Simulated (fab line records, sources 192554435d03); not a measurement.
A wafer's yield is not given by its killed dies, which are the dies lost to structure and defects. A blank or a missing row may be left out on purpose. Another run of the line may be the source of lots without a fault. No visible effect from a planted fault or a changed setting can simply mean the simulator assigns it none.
fab line records ; flow n5Finfet
record lots=6; wafers=18; lastDay=20
route steps=1938 shown SDB@375 DUMMY_REMOVAL@377 HKMG_FIN@385 BEOL_M4@1111 PASSIVATION@1936
lots with no fault: from the same line, run without faults
startH: start of the lot's first displayed wafer, in hours after the record's first day ; waitH: hours elapsed since this lot's preceding step ; " same as the row above ; L1.1+2: several wafers, shown together as one row ; - no value, or no start given ; * or withheld: withheld ; < > ~ a bound
route shown NAME@n: a module of which the file shows steps, and the number in the route of the first ; usual: the fault-free wafers' mean and standard deviation ; same: alike in all rows ; chamber/n: place in a boat ; sites: readings site by site ; _std_site: the values' standard deviation ; _edge_site: mean of outer sites minus mean of inner sites ; radiusMm: for every site, how far away it sits from the centre of the wafer ; mask NAME#n: copy n ; behind: the last tool/chamber to shape the wafer ; hold: the reason the lot was held/the length of the hold in hours/how it ended ; device: the transistor (n, p or np) that didn't switch ; end of line: the tests these same wafers got at the end of their route ; a step without rows: its recipe alone ; killed: the dies lost at the first sort to structure and to defects; this is not the yield of the wafer ; map: shows each die of a wafer: x if killed, . if not, _ if none is there
set.NAME: the setting that was run; set.NAME@STEP: the one run at that earlier step ; model.NAME: the simulator's own value behind a step, which no gauge read
lots at some steps of the route; a table a step, a row a wafer
services: from which hour (startH, from the record's first day; less than 0 if before it) a tool's chamber was out of use, for how many hours, and why
## steps
# step N5_SDB_THK_MEAS_31
# recipe reads=a-Si_of_DUMMY_GATE_CVD_03
# usual SDB_THK=64.1/1
lot.wafer;tool;chamber;startH;waitH;SDB_THK[nm]
L737.2;filmMetro-02;-;78.60;-;65.4
L737.3;filmMetro-02;-;78.60;-;65.4
L737.6;filmMetro-02;-;78.60;-;64.9
L743.1;filmMetro-02;-;116.57;-;66.3
L743.4;filmMetro-02;-;116.57;-;64.3
L743.6;filmMetro-02;-;116.57;-;64.1
L746.1;filmMetro-02;-;132.56;-;63.5
L746.3;filmMetro-02;-;132.56;-;64.3
L746.6;filmMetro-02;-;132.56;-;64.0
L747.2;filmMetro-02;-;139.98;-;65.5
L747.4;filmMetro-02;-;139.98;-;64.9
L747.5;filmMetro-02;-;139.98;-;62.5
L748.1;filmMetro-01;-;143.25;-;61.9
L748.5;filmMetro-01;-;143.25;-;63.2
L748.6;filmMetro-01;-;143.25;-;64.8
L759.1;filmMetro-02;-;206.54;-;64.6
L759.2;filmMetro-02;-;206.54;-;64.7
L759.4;filmMetro-02;-;206.54;-;64.5
# step N5_SDB_INSPECT_36
# recipe inspectInstrument=darkfield; mode=postCmp
# usual rawDefectCount=37/16
lot.wafer;tool;chamber;startH;waitH;rawDefectCount
L737.2;defectInspect-01;-;78.63;0.0;22
L737.3;defectInspect-01;-;78.63;0.0;30
L737.6;defectInspect-01;-;78.63;0.0;44
L743.1;defectInspect-01;-;116.59;0.0;26
L743.4;defectInspect-01;-;116.59;0.0;25
L743.6;defectInspect-01;-;116.59;0.0;34
L746.1;defectInspect-02;-;132.58;0.0;65
L746.3;defectInspect-02;-;132.58;0.0;83
L746.6;defectInspect-02;-;132.58;0.0;46
L747.2;defectInspect-01;-;140.00;0.0;23
L747.4;defectInspect-01;-;140.00;0.0;23
L747.5;defectInspect-01;-;140.00;0.0;50
L748.1;defectInspect-02;-;143.28;0.0;31
L748.5;defectInspect-02;-;143.28;0.0;13
L748.6;defectInspect-02;-;143.28;0.0;30
L759.1;defectInspect-01;-;206.75;0.2;36
L759.2;defectInspect-01;-;206.75;0.2;43
L759.4;defectInspect-01;-;206.75;0.2;39
# step N5_DUMMY_REMOVAL_HM_STRIP_01
# recipe chemistry=CH3F/O2; material=SiNx; targetDepthA=40; stopOn=poly-Si; timeS=6.8; overEtchFrac=0.3; ionEnergyEv=60; powerW=410; biasW=29; Ar_flow_sccm=150; CH3F_flow_sccm=30; O2_flow_sccm=20
# usual O2_flow_sccm=19.99/0.056; drypumpMotorCurrentA=5.7/0.42; oesProductAu=0.64/0.065; rfVppV=127.3/1.1; showerheadPlenumPTorr=2.00/0.055; throttleValvePct=16.41/0.23
lot.wafer;tool;chamber;startH;waitH;O2_flow_sccm;drypumpMotorCurrentA;oesProductAu;rfHoursCounterH;rfVppV;showerheadPlenumPTorr;throttleValvePct
L737.2;rieDiel-04;2;78.66;0.0;19.83;5.5;0.65;104;126.7;1.94;16.16
L737.3;rieDiel-04;3;78.66;0.0;19.94;5.8;0.60;191;126.8;2.00;16.75
L737.6;rieDiel-04;2;78.66;0.0;19.90;5.5;0.65;-;125.7;1.94;16.16
L743.1;rieDiel-04;0;116.67;0.1;20.00;5.8;0.58;199;126.2;1.98;16.52
L743.4;rieDiel-04;1;116.67;0.1;19.94;5.8;0.72;-;127.3;1.95;16.25
L743.6;rieDiel-04;0;116.67;0.1;20.04;5.8;0.58;-;126.3;1.98;16.54
L746.1;rieDiel-05;2;132.62;0.0;19.92;5.5;0.64;126;127.4;1.94;16.44
L746.3;rieDiel-05;1;132.62;0.0;20.02;5.9;0.74;37;127.7;2.13;16.45
L746.6;rieDiel-05;0;132.62;0.0;19.98;4.7;0.59;-;126.6;2.07;16.47
L747.2;rieDiel-04;2;140.22;0.2;19.98;5.5;0.63;119;128.3;1.93;16.21
L747.4;rieDiel-04;1;140.22;0.2;20.00;5.7;0.71;46;126.9;1.95;16.26
L747.5;rieDiel-04;1;140.22;0.2;20.03;5.7;0.71;-;125.9;1.95;16.26
L748.1;rieDiel-04;0;143.37;0.1;19.95;5.8;0.57;208;128.0;1.98;16.56
L748.5;rieDiel-04;2;143.37;0.1;19.98;5.4;0.64;-;126.2;1.93;16.20
L748.6;rieDiel-04;1;143.37;0.1;20.00;5.7;0.70;-;127.2;1.95;16.27
L759.1;rieDiel-04;2;206.79;0.0;20.00;5.5;0.62;138;126.8;1.93;16.23
L759.2;rieDiel-04;0;206.79;0.0;20.05;5.8;0.57;226;126.3;1.97;16.58
L759.4;rieDiel-04;1;206.79;0.0;19.94;5.8;0.69;65;126.7;1.94;16.30
# step N5_DUMMY_REMOVAL_STRIP_10
# recipe chemistry=N2/H2; timeS=40; powerW=100; tempC=40; pressureMtorr=100; rfFrequencyHz=6e+07; biasPowerW=3; n2FlowSccm=300; h2FlowSccm=300
# usual drypumpMotorCurrentA=5.7/0.42; n2FlowSccm=300.0/0.85; oesProductAu=0.79/0.085; rfVppV=45.3/0.88; showerheadPlenumPTorr=3.37/0.1; throttleValvePct=12.27/0.28
lot.wafer;tool;chamber;startH;waitH;drypumpMotorCurrentA;n2FlowSccm;oesProductAu;rfHoursCounterH;rfVppV;showerheadPlenumPTorr;throttleValvePct
L737.2;rieDiel-04;2;78.69;0.0;5.5;300.6;0.80;104;45.5;3.26;11.94
L737.3;rieDiel-04;3;78.69;0.0;5.9;298.8;0.73;191;45.1;3.37;12.56
L737.6;rieDiel-04;2;78.69;0.0;5.5;299.9;0.79;-;45.1;3.26;11.94
L743.1;rieDiel-04;0;116.71;0.0;5.8;299.6;0.72;199;44.5;3.36;12.53
L743.4;rieDiel-04;1;116.71;0.0;5.8;298.4;0.90;-;44.4;3.30;12.07
L743.6;rieDiel-04;0;116.71;0.0;5.9;299.7;0.72;-;44.4;3.36;12.53
L746.1;rieDiel-05;2;132.65;0.0;5.5;299.7;0.78;126;45.8;3.23;12.05
L746.3;rieDiel-05;1;132.65;0.0;5.9;300.6;0.91;37;46.0;3.58;12.30
L746.6;rieDiel-05;0;132.65;0.0;4.8;298.4;0.74;-;45.4;3.52;12.39
L747.2;rieDiel-04;2;140.26;0.0;5.5;301.4;0.78;119;45.9;3.25;11.97
L747.4;rieDiel-04;1;140.26;0.0;5.8;298.8;0.88;46;44.4;3.30;12.11
L747.5;rieDiel-04;1;140.26;0.0;5.8;299.7;0.88;-;42.9;3.30;12.11
L748.1;rieDiel-04;0;143.40;0.0;5.8;300.5;0.72;208;47.3;3.36;12.56
L748.5;rieDiel-04;2;143.40;0.0;5.5;302.0;0.78;-;45.8;3.25;11.97
L748.6;rieDiel-04;1;143.40;0.0;5.8;300.9;0.87;-;45.0;3.30;12.09
L759.1;rieDiel-04;2;206.82;0.0;5.5;299.8;0.77;138;45.1;3.24;12.02
L759.2;rieDiel-04;0;206.82;0.0;5.8;299.1;0.71;226;45.1;3.35;12.59
L759.4;rieDiel-04;1;206.82;0.0;5.7;299.5;0.86;65;45.0;3.29;12.15
# step N5_DUMMY_REMOVAL_PRECLEAN_07
# recipe chemistry=dHF; timeS=30; tempC=25; dilution=withheld
# step N5_DUMMY_REMOVAL_DUMMY_REMOVE_02
# recipe chemistry=TMAH; tempC=70; target=poly-Si; stopOn=SiO2; targetDepthNm=142; concWtPct=5; timeS=57; dry=ipaMarangoni; rinseTimeS=30; rinseTempC=23
# step N5_DUMMY_REMOVAL_INSPECT_06
# recipe inspectInstrument=brightfield; mode=aei
# usual rawDefectCount=13/5.6
lot.wafer;tool;chamber;startH;waitH;rawDefectCount
L737.2;defectInspect-01;-;78.86;0.0;20
L737.3;defectInspect-01;-;78.86;0.0;10
L737.6;defectInspect-01;-;78.86;0.0;7
L743.1;defectInspect-01;-;116.87;0.0;7
L743.4;defectInspect-01;-;116.87;0.0;7
L743.6;defectInspect-01;-;116.87;0.0;12
L746.1;defectInspect-02;-;132.81;0.0;11
L746.3;defectInspect-02;-;132.81;0.0;25
L746.6;defectInspect-02;-;132.81;0.0;21
L747.2;defectInspect-01;-;140.42;0.0;5
L747.4;defectInspect-01;-;140.42;0.0;4
L747.5;defectInspect-01;-;140.42;0.0;14
L748.1;defectInspect-02;-;143.57;0.0;13
L748.5;defectInspect-02;-;143.57;0.0;20
L748.6;defectInspect-02;-;143.57;0.0;7
L759.1;defectInspect-01;-;206.99;0.0;7
L759.2;defectInspect-01;-;206.99;0.0;11
L759.4;defectInspect-01;-;206.99;0.0;26
# step N5_DUMMY_REMOVAL_PRECLEAN_08
# recipe chemistry=NF3:NH3; afsCycles=2; tempC=30; timeS=20; sublimationTempC=180; sublimationTimeS=60; pressureTorr=3; rfPowerW=30
# step N5_DUMMY_REMOVAL_PRECLEAN_04
# recipe chemistry=DHF; timeS=37; tempC=25; dilution=500:1
# step N5_DUMMY_REMOVAL_SRD_05
# recipe dry=ipaMarangoni; doPpb=5; timeS=30; tempC=23; rinseLiquid=diw
# step N5_HKMG_FIN_IL_REGROW_00
# recipe material=SiO2; targetThkA=7.5; chemistry=O3; tempC=withheld; timeS=30
# step N5_HKMG_FIN_HK_ALD_01
# recipe material=HfO2; targetThkA=16; tempC=withheld; aldPrecursorFamily=HfCl4; aldCoReactant=H2O; pulseTimeS=3; purgeTimeS=3; coReactantPurgeTimeS=2.5; coReactantPulseTimeS=0.3; aldCycles=30
# usual precursorPulseHeightRel=1.001/0.02
# same purgeTimeS=3
lot.wafer;tool;chamber;startH;waitH;precursorPulseHeightRel
L737.2;aldHk-01;3;79.21;0.0;1.009
L737.3;aldHk-01;1;79.21;0.0;0.979
L737.6;aldHk-01;2;79.21;0.0;0.995
L743.1;aldHk-02;0;117.23;0.0;0.957
L743.4;aldHk-02;2;117.23;0.0;1.014
L743.6;aldHk-02;3;117.23;0.0;0.991
L746.1;aldHk-03;0;133.20;0.0;0.993
L746.3;aldHk-03;2;133.20;0.0;1.009
L746.6;aldHk-03;1;133.20;0.0;0.978
L747.2;aldHk-03;2;140.78;0.0;0.985
L747.4;aldHk-03;1;140.78;0.0;0.999
L747.5;aldHk-03;3;140.78;0.0;1.002
L748.1;aldHk-03;2;143.92;0.0;0.986
L748.5;aldHk-03;0;143.92;0.0;1.015
L748.6;aldHk-03;1;143.92;0.0;0.997
L759.1;aldHk-03;3;207.35;0.0;0.996
L759.2;aldHk-03;1;207.35;0.0;1.028
L759.4;aldHk-03;2;207.35;0.0;0.986
# step N5_HKMG_FIN_HK_ANNEAL_02
# recipe tempC=700; timeS=30; ambient=N2; idleTempC=600; rampUpCPerS=150; rampDownCPerS=60; coolToC=600
# usual lampPowerPct=8.79/0.057; lamp_zone_1_pct=8.798/0.0097; lamp_zone_2_pct=8.798/0.0078; lamp_zone_3_pct=8.799/0.01; lamp_zone_4_pct=8.794/0.011; lamp_zone_5_pct=8.797/0.0099; lamp_zone_6_pct=8.726/0.011; lamp_zone_7_pct=9.194/0.011; wafer_temp_C_max=702.9/0.63
lot.wafer;tool;chamber;startH;waitH;lampPowerPct;lamp_zone_1_pct;lamp_zone_2_pct;lamp_zone_3_pct;lamp_zone_4_pct;lamp_zone_5_pct;lamp_zone_6_pct;lamp_zone_7_pct;wafer_temp_C_max
L737.2;rtpAnneal-02;0;79.51;0.2;8.84;8.807;8.783;8.795;8.816;8.781;8.714;9.214;702.6
L737.3;rtpAnneal-02;0;79.51;0.2;8.77;8.789;8.794;8.803;8.788;8.804;8.724;9.194;703.0
L737.6;rtpAnneal-02;0;79.51;0.2;8.74;8.799;8.797;8.786;8.801;8.826;8.727;9.194;703.7
L743.1;rtpAnneal-02;0;117.52;0.2;8.88;8.799;8.791;8.789;8.812;8.783;8.723;9.203;702.3
L743.4;rtpAnneal-02;0;117.52;0.2;8.83;8.787;8.792;8.811;8.774;8.801;8.718;9.195;703.6
L743.6;rtpAnneal-02;0;117.52;0.2;8.87;8.803;8.814;8.805;8.811;8.802;8.705;9.205;703.0
L746.1;rtpAnneal-02;0;133.39;0.1;8.16;8.216;8.202;8.197;8.194;8.200;8.138;8.549;702.0
L746.3;rtpAnneal-02;0;133.39;0.1;8.21;8.211;8.196;8.215;8.204;8.210;8.114;8.565;702.8
L746.6;rtpAnneal-02;0;133.39;0.1;8.24;8.211;8.219;8.211;8.219;8.195;8.137;8.570;702.5
L747.2;rtpAnneal-02;0;140.99;0.1;8.19;8.192;8.204;8.201;8.198;8.198;8.153;8.562;703.6
L747.4;rtpAnneal-02;0;140.99;0.1;8.12;8.197;8.189;8.199;8.205;8.203;8.134;8.565;702.6
L747.5;rtpAnneal-02;0;140.99;0.1;8.23;8.212;8.207;8.205;8.223;8.216;8.131;8.574;701.8
L748.1;rtpAnneal-01;0;144.15;0.1;8.79;8.807;8.802;8.806;8.816;8.794;8.719;9.205;703.0
L748.5;rtpAnneal-01;0;144.15;0.1;8.87;8.807;8.799;8.794;8.774;8.780;8.733;9.192;702.2
L748.6;rtpAnneal-01;0;144.15;0.1;8.74;8.803;8.799;8.800;8.789;8.810;8.732;9.185;704.0
L759.1;rtpAnneal-02;0;207.53;0.1;8.80;8.804;8.806;8.793;8.793;8.797;8.723;9.191;702.5
L759.2;rtpAnneal-02;0;207.53;0.1;8.83;8.802;8.800;8.806;8.808;8.791;8.735;9.192;702.6
L759.4;rtpAnneal-02;0;207.53;0.1;8.78;8.799;8.801;8.794;8.779;8.788;8.718;9.204;705.0
# step N5_HKMG_FIN_ALD_74
# recipe material=La2O3; targetThkA=5; tempC=250; aldPrecursorFamily=La-Cp; aldCoReactant=O3; pulseTimeS=6; coReactantPulseTimeS=1; purgeTimeS=3; coReactantPurgeTimeS=3
# usual heaterPowerW=358/24; precursorPulseHeightRel=0.998/0.019
# same purgeTimeS=3
lot.wafer;tool;chamber;startH;waitH;heaterPowerW;precursorPulseHeightRel
L737.2;aldHk-03;2;79.86;0.3;383;0.997
L737.3;aldHk-03;0;79.86;0.3;378;0.981
L737.6;aldHk-03;2;79.86;0.3;400;1.034
L743.1;aldHk-01;3;117.75;0.2;389;1.013
L743.4;aldHk-01;0;117.75;0.2;334;0.969
L743.6;aldHk-01;1;117.75;0.2;375;1.030
L746.1;aldHk-02;1;133.61;0.2;341;0.973
L746.3;aldHk-02;0;133.61;0.2;342;0.990
L746.6;aldHk-02;3;133.61;0.2;367;1.000
L747.2;aldHk-02;0;141.19;0.2;339;0.986
L747.4;aldHk-02;1;141.19;0.2;343;0.988
L747.5;aldHk-02;1;141.19;0.2;353;0.990
L748.1;aldHk-02;0;144.38;0.2;330;1.020
L748.5;aldHk-02;1;144.38;0.2;343;0.970
L748.6;aldHk-02;0;144.38;0.2;345;1.003
L759.1;aldHk-01;2;207.75;0.2;331;1.005
L759.2;aldHk-01;3;207.75;0.2;404;1.007
L759.4;aldHk-01;0;207.75;0.2;330;0.995
# step N5_BEOL_M4_RC_MEAS_101
# usual DIBL_N=36.3/1.6; DIBL_P=36.4/2.1; IOFF_N=0.16/0.032; IOFF_P=0.22/0.044; ION_N=675/12; ION_P=463/8.3; SS_N=71.6/0.64; SS_P=73.3/0.67; VT_N=250/3.3; VT_P=-250/3.7
lot.wafer;tool;chamber;startH;waitH;DIBL_N[mV/V];DIBL_P[mV/V];IOFF_N[nA/um];IOFF_P[nA/um];ION_N[uA/um];ION_P[uA/um];SS_N[mV/dec];SS_P[mV/dec];VT_N[mV];VT_P[mV]
L737.2;prober-01;0;227.55;0.2;36.0;36.3;0.17;0.22;677;463;72.1;73.3;249;-250
L737.3;prober-01;0;227.55;0.2;34.7;34.8;0.14;0.20;658;457;70.6;73.0;251;-252
L737.6;prober-01;0;227.55;0.2;37.1;37.8;0.19;0.25;683;473;72.3;73.5;248;-247
L743.1;prober-01;0;252.31;0.0;35.3;37.2;0.15;0.23;675;466;72.0;73.5;252;-248
L743.4;prober-01;0;252.31;0.0;38.3;40.3;0.20;0.29;687;474;72.6;74.3;250;-244
L743.6;prober-01;0;252.31;0.0;37.8;39.4;0.19;0.27;676;463;72.0;74.6;248;-247
L748.1;prober-01;0;279.39;0.0;36.9;37.0;0.15;0.22;674;455;71.7;73.8;250;-252
L748.5;prober-01;0;279.39;0.0;35.9;36.0;0.14;0.20;673;460;71.3;72.7;253;-254
L748.6;prober-01;0;279.39;0.0;35.5;35.3;0.13;0.18;665;455;71.0;72.8;254;-255
L746.1;prober-01;0;284.29;0.0;35.4;35.0;0.14;0.20;677;468;71.4;73.1;250;-249
L746.3;prober-01;0;284.29;0.0;37.3;37.5;0.17;0.24;666;458;71.5;73.5;251;-247
L746.6;prober-01;0;284.29;0.0;36.1;35.7;0.15;0.21;673;470;71.2;73.4;251;-250
L747.2;prober-02;0;287.15;0.2;33.4;31.8;0.12;0.19;662;462;70.6;72.6;254;-251
L747.4;prober-02;0;287.15;0.2;34.6;34.8;0.14;0.22;677;465;71.1;72.7;250;-248
L747.5;prober-02;0;287.15;0.2;35.4;34.4;0.15;0.22;671;461;71.6;73.3;251;-248
L759.1;prober-01;0;381.10;0.0;36.1;35.0;0.16;0.21;677;464;72.1;72.6;251;-249
L759.2;prober-01;0;381.10;0.0;37.0;36.6;0.17;0.23;676;468;72.2;73.1;249;-247
L759.4;prober-01;0;381.10;0.0;36.2;36.2;0.16;0.23;686;473;71.7;72.7;248;-250
# step N5_PASSIVATION_PROBE_49
# usual defectLimitedYield=91.4/1.2; killed_at_M0_to_M3=35/11; killed_at_M4_up=14/6; killedAtContacts=12/6.7; killedAtFrontEnd=37/9.7; killedAtOther=3.5/2.5; killedDies=102/15; killedOpen=67/12; killedShort=33/7.3; sort_bin_5_function=5.1/0.81; sort_bin_6_memory=3.2/0.65; sortNPass=1078/15; sortYieldPct=91.4/1.2
# same grossDies=1180; killedAtBackSide=0; sort_bin_4_leakage[%]=0; sort_bin_8_speed[%]=0
lot.wafer;tool;chamber;startH;waitH;defectLimitedYield[%];killed_at_M0_to_M3;killed_at_M4_up;killedAtContacts;killedAtFrontEnd;killedAtOther;killedDies;killedOpen;killedShort;sort_bin_5_function[%];sort_bin_6_memory[%];sortNPass;sortYieldPct[%]
L746.1;prober-02;-;390.19;0.0;89.7;42;12;10;50;7;121;64;47;5.8;3.2;1059;89.7
L746.3;prober-02;-;390.29;0.1;91.8;40;3;13;40;1;97;64;33;4.3;3.4;1083;91.8
L746.6;prober-02;-;390.44;0.3;91.4;29;18;9;43;3;102;67;35;4.9;3.4;1078;91.4
# killed by level:class
L746.1 STI_FIN_REVEAL:geometricParticle:open=13 BEOL_M0_SAQP:geometricParticle:short=10 HKMG_FIN:areaEtch=10 BEOL_M4:geometricParticle:open=9 BEOL_M0_SAQP:geometricParticle:open=8 BEOL_M3:geometricParticle:open=8 BEOL_M3:geometricParticle:short=7 FIN_SAQP:geometricParticle:short=5
L746.3 MOL_CONTACT_COAG:geometricParticle:open=12 BEOL_M0_SAQP:geometricParticle:open=11 BEOL_M0_SAQP:geometricParticle:short=11 GATE_CUT:geometricParticle:short=9 STI_FIN_REVEAL:geometricParticle:open=7 STARTING-WAFER:geometricParticle:open=6 DUMMY_GATE:geometricParticle:open=5 BEOL_M2:geometricParticle:open=5
L746.6 STI_FIN_REVEAL:geometricParticle:open=11 FIN_SAQP:geometricParticle:short=10 BEOL_M3:geometricParticle:open=9 GATE_CUT:geometricParticle:short=7 MOL_CONTACT_COAG:geometricParticle:open=7 BEOL_M4:geometricParticle:open=7 BEOL_M7:geometricParticle:open=5 BEOL_M0_SAQP:geometricParticle:open=4
## services
tool;chamber;startH;hours;kind
rtpAnneal-02;-;62.82;5.4;pm
rtpAnneal-01;-;68.38;2.8;pm
rtpAnneal-02;-;71.78;2.9;repair
rieDiel-05;1;80.42;9.3;repair
rieDiel-04;2;105.37;13.3;repair
aldHk-02;-;187.11;31.2;repair
## key
firstSign step=N5_HKMG_FIN_HK_ANNEAL_02; reading=lamp_zone_2_pct; direction=down; sigmas=77; usual=*; struck=*
effect step=N5_HKMG_FIN_HK_ANNEAL_02; reading=lamp_zone_1_pct; direction=down; sigmas=61; usual=*; struck=*
metAt N5_HKMG_FIN_HK_ANNEAL_02
struckWafers L746.1,L746.3,L746.6,L747.2,L747.4,L747.5
baselineLoss step=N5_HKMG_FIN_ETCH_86; wafers=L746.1
onsetBetween 117.52 133.39
fault kind=processParameterDrift; tool=rtpAnneal-02; chamber=-; onsetH=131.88; steps=N5_HKMG_FIN_HK_ANNEAL_02; channel=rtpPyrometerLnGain; offset=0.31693; shape=step; endH=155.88
# baselineLoss: these wafers lose ten dies or more at that step, a loss of the line's own and not of a fault; the sort's usual values leave them out
